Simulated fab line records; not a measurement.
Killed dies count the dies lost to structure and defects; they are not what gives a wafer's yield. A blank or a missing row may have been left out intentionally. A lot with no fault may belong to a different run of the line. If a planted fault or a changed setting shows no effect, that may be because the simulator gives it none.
Chamber matching + flow n5Finfet + N5_BEOL_M7_DESCUM_16 on rieDiel-05 has 4 sister chambers
The step chemistry O2, time 7.9 s. 4 wafers are shown with their chamber, then 7 later ones without.

EACH WAFER AND ITS CHAMBER
| wafer  | chamber | showerheadPlenumPTorr (Torr) |
|--------|---------|------------------------------|
| L164.1 | 2       | 2.15                         |
| L164.6 | 0       | 2.00                         |
| L165.1 | 3       | 2.16                         |
| L165.3 | 1       | 1.96                         |

WAFERS WITHOUT THEIR CHAMBER
| wafer  | showerheadPlenumPTorr (Torr) |
|--------|------------------------------|
| L165.5 | 2.16                         |
| L170.2 | 2.15                         |
| L170.3 | 1.99                         |
| L170.6 | 2.15                         |
| L174.1 | 2.15                         |
| L174.3 | 1.99                         |
| L174.4 | 2.22                         |

CHAMBER TAKEN BY EACH
| wafer  | from the rows above     | in truth |
|--------|-------------------------|----------|
| L165.5 | can't be placed: 3 or 2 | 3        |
| L170.2 | can't be placed: 2 or 3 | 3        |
| L170.3 | can't be placed: 0 or 1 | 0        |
| L170.6 | can't be placed: 2 or 3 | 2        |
| L174.1 | can't be placed: 2 or 3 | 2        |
| L174.3 | can't be placed: 0 or 1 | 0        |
| L174.4 | can't be placed: 3 or 2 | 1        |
0 of 7 placed correctly. Can't be placed from these rows: 7 (the true chamber is among the candidates in 6). Placed wrongly: 0.
How it was worked out, from the rows above alone: a wafer's distance from a chamber is the root of the sum, over the readings, of the square of ((its reading less the chamber's mean) divided by the reading's scatter). The wafer belongs to the nearest chamber; if the next one is less than 2 further off, it can't be placed. Each chamber's mean is taken over the wafers shown for it. The scatter: with one shown wafer a chamber, the root of the mean of the squares of how far each hidden wafer lies from its nearest shown one.
